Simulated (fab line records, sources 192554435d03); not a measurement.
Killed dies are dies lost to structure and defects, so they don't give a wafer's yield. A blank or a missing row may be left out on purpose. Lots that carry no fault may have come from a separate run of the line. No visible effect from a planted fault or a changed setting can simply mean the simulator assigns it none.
Matching of chambers ; flow n5Finfet ; N5_MOL_CONTACT_COAG_STRIP_72 on rieDiel-06: 4 sister chambers
The step strips in N2/H2. 24 wafers are shown with their chamber, then 12 later ones without.

## EACH WAFER AND ITS CHAMBER
wafer;chamber;drypumpMotorCurrentA (A);showerheadPlenumPTorr (Torr);throttleValvePct (%)
L078.1;2;5.9;2.44;23.3
L078.3;3;5.0;2.58;24.0
L078.6;2;5.9;2.44;23.3
L080.1;0;6.8;2.46;23.2
L080.3;3;4.9;2.58;24.0
L080.6;3;4.9;2.57;24.0
L081.1;0;6.8;2.46;23.2
L081.4;1;5.7;2.66;24.1
L081.6;3;4.9;2.58;24.0
L083.1;1;5.8;2.66;24.0
L083.2;0;6.8;2.46;23.2
L083.4;3;4.9;2.57;24.0
L087.2;2;6.0;2.43;23.3
L087.5;2;6.0;2.43;23.4
L087.6;3;4.9;2.57;24.0
L089.2;3;4.9;2.57;24.0
L089.3;0;6.8;2.45;23.2
L089.6;1;5.7;2.65;24.1
L090.1;1;5.7;2.65;24.1
L090.3;3;4.9;2.56;24.1
L090.6;2;6.0;2.43;23.4
L091.4;2;6.0;2.43;23.3
L091.5;0;6.9;2.45;23.2
L091.6;3;4.9;2.56;24.0

SIGNATURES, as means of the wafers listed above
reading;chamber 0;chamber 1;chamber 2;chamber 3;scatter within a chamber
drypumpMotorCurrentA;6.820;5.725;5.967;4.911;0.0434
showerheadPlenumPTorr;2.4560;2.6550;2.4333;2.5711;0.00649
throttleValvePct;23.200;24.075;23.333;24.011;0.0386
Rule: for each reading, subtract the chamber's mean from the wafer's reading, divide by that reading's scatter and square the result; add these up over the readings and take the root, which gives the wafer's distance from the chamber. The wafer belongs to the nearest chamber; if the next one is less than 2 further off, it can't be placed. The scatter is the square root of a quotient: the sum, over the shown wafers, of each reading's squared deviation from its chamber's mean, divided by wafers minus chambers.

## WAFERS WHOSE CHAMBER IS MISSING
wafer;drypumpMotorCurrentA (A);showerheadPlenumPTorr (Torr);throttleValvePct (%)
L092.1;5.9;2.42;23.4
L092.4;6.8;2.45;23.2
L092.6;5.8;2.65;24.1
L093.1;6.8;2.45;23.2
L093.4;5.9;2.42;23.3
L093.5;6.8;2.45;23.2
L094.2;5.7;2.64;24.1
L094.3;5.0;2.56;24.1
L094.4;5.9;2.42;23.3
L095.1;5.7;2.64;24.1
L095.3;4.9;2.56;24.1
L095.4;6.0;2.42;23.4

## CHAMBER TAKEN BY EACH
wafer;from the rows above;in truth
L092.1;2;2
L092.4;0;0
L092.6;1;1
L093.1;0;0
L093.4;2;2
L093.5;0;0
L094.2;1;1
L094.3;3;3
L094.4;2;2
L095.1;1;1
L095.3;3;3
L095.4;2;2
Correct placement for 12 of the 12. Left unplaced by these rows: 0. Wrongly placed: 0.
